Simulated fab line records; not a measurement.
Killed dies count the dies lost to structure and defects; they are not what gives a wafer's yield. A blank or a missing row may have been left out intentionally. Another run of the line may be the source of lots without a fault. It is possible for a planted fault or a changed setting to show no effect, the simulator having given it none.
A struck lot beside a sound one -- flow n5Finfet -- 42 steps out of a route of 1938
Sound: the wafers L469.2, L469.4, L469.6. Struck: wafers L462.2, L462.3. At the end, the cause is stated.
For every step that has rows: the tool of each side, followed by ch and its chambers, followed by its first start. Under that, the readings that differ: sound wafers -- struck wafers -- difference of the means -- sigmas: that difference in standard deviations of wafers without a fault.
alike: a reading whose means differ by less than 2 such deviations, as well as words and numbers matching on both sides. not compared: withheld readings; readings where some wafer has no value; bounds like >300 that might hide an equal value; numbers whose values overlap and for which the record gives no deviation.
Wherever a step has rows on one side only, a row that says differs or no value, or a row with sigmas, the two part there. Numbers that have no deviation but don't overlap get no sigmas and don't part them. A reading that every wafer of one side lacks parts them only if that side has two wafers or more.

first, 12 steps without rows for these wafers: N5_SD_EPI_N_ETCH_35 (etches SOC in N2/H2, overetch 108 nm, time 486 s); N5_SD_EPI_N_STRIP_36 (strips in N2/H2); N5_SD_EPI_N_ETCHBACK_44 (etches SiNx in CH3F/O2, stops on SiO2, target depth 14.5 nm); N5_SD_EPI_N_ETCH_45 (etches SiOCN in CH3F/O2, target depth 6 nm); N5_SD_EPI_N_ETCH_16 (etches SiO2 in CHF3/O2, target depth 5 nm); N5_SD_EPI_N_STRIP_47 (strips in CHF3/O2); N5_SD_EPI_N_SD_RECESS_17 (chemistry HBr/Cl2/O2, target depth 41 nm, time 23.7 s, bt time 3 s); N5_SD_EPI_N_STRIP_38 (strips in N2/H2); N5_SD_EPI_N_WET_ETCH_43 (etches SiO2 in dHF, time 14 s, target depth 1.5 nm); N5_SD_EPI_N_STRIP_18 (strips in SPM, time 750 s); N5_SD_EPI_N_SRD_20 (time 30 s); N5_SD_EPI_N_PRECLEAN_48 (cleans in NF3:NH3, afs cycles 2, time 20 s, sublimation time 60 s).
N5_SD_EPI_N_VAPOR_ETCH_50: etches Si in HCl, time 54 s.
  sound on epiRpcvd-01 ch 0, day 8 02:11; struck on epiRpcvd-03 ch 0, day 6 02:38
reading,sound,struck,difference,sigmas
throttleValvePct (%),11.59 11.56 11.82,12.37 12.12,+0.59,+2
  alike: susceptorTempC
then, 5 steps without rows for these wafers: N5_SD_EPI_N_EPI_21 (deposits Si:P, time 690 s); N5_SD_EPI_N_PRECLEAN_24 (cleans in O3/DIW, time 60 s); N5_SD_EPI_N_SRD_25 (time 30 s); N5_SD_EPI_N_PRECLEAN_49 (cleans in NF3:NH3, afs cycles 1, time 20 s, sublimation time 60 s); N5_SD_EPI_N_LINER_46 (material SiNx, target thk 3 nm).
N5_SD_EPI_N_INSPECT_26: inspects for defects (darkfield).
  sound on defectInspect-01 at day 8 05:34; struck on defectInspect-02 at day 6 05:47
reading,sound,struck,difference,sigmas
rawDefectCount,266 239 281,662 628,+383,+9
then, 8 steps without rows for these wafers: N5_SD_EPI_P_COAT_34 (time 60 s, resist thk 350 nm); N5_SD_EPI_P_COAT_35 (time 60 s, resist thk 35 nm); N5_SD_EPI_P_COAT_03 (resist thk 150 nm); N5_SD_EPI_P_EBR_05; N5_SD_EPI_P_SOFTBAKE_04 (time 60 s); N5_SD_EPI_P_EXPOSE_06 (exposes mask SD P BLK, target cd 240 nm); N5_SD_EPI_P_PEB_07 (peb time 60 s); N5_SD_EPI_P_DEVELOP_08 (develop time 30 s).
N5_SD_EPI_P_INSPECT_11: inspects for defects (macro).
  sound on defectInspect-02 at day 8 05:53; struck on defectInspect-01 at day 6 06:14
reading,sound,struck,difference,sigmas
rawDefectCount,2 2 3,>300 >300,differs,
then, 11 steps without rows for these wafers: N5_SD_EPI_P_DESCUM_14 (chemistry O2, time 7.9 s); N5_SD_EPI_P_ETCH_36 (etches SiARC in CF4, target depth 45.5 nm, time 75.8 s); N5_SD_EPI_P_ETCH_37 (etches SOC in N2/H2, overetch 108 nm, time 486 s); N5_SD_EPI_P_STRIP_38 (strips in N2/H2); N5_SD_EPI_P_ETCHBACK_46 (etches SiNx in CH3F/O2, stops on SiO2, target depth 17.5 nm); N5_SD_EPI_P_ETCH_47 (etches SiOCN in CH3F/O2, target depth 25 nm); N5_SD_EPI_P_ETCH_16 (etches SiO2 in CHF3/O2, target depth 5 nm); N5_SD_EPI_P_STRIP_50 (strips in CHF3/O2); N5_SD_EPI_P_SD_RECESS_17 (chemistry HBr/Cl2/O2, target depth 39.1 nm, bt time 3 s); N5_SD_EPI_P_WET_ETCH_45 (etches SiO2 in dHF, time 10.7 s, target depth 2 nm, rinse time 30 s); N5_SD_EPI_P_STRIP_40 (strips in N2/H2).
N5_SD_EPI_P_INSPECT_26: inspects for defects (darkfield).
  sound on defectInspect-02 at day 8 10:40; struck on defectInspect-01 at day 6 09:59
reading,sound,struck,difference,sigmas
rawDefectCount,207 181 171,620 616,+432,+11
N5_SD_ACTIVATION_INSPECT_02: inspects for defects (darkfield).
  sound on defectInspect-01 at day 8 11:25; struck on defectInspect-02 at day 6 10:44
reading,sound,struck,difference,sigmas
rawDefectCount,203 189 153,611 615,+431,+11
-- record jumps: 10 days separate the struck wafers' starts on either side; left off in module SD_ACTIVATION, taken up again in module PASSIVATION, whose first shown step is the route's number 1936 --
N5_PASSIVATION_PROBE_49:
  rows exist in the record for the struck wafers here (prober-01, day 16 00:41), but not for the sound ones

WHERE THEY PART
Last at N5_PASSIVATION_PROBE_49 as far as this record goes, first at N5_SD_EPI_N_VAPOR_ETCH_50.

WHY: the cause the simulator had injected
Chamber particle source: epiRpcvd-03, from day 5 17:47 on, at N5_SD_EPI_N_VAPOR_ETCH_50. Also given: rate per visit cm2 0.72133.
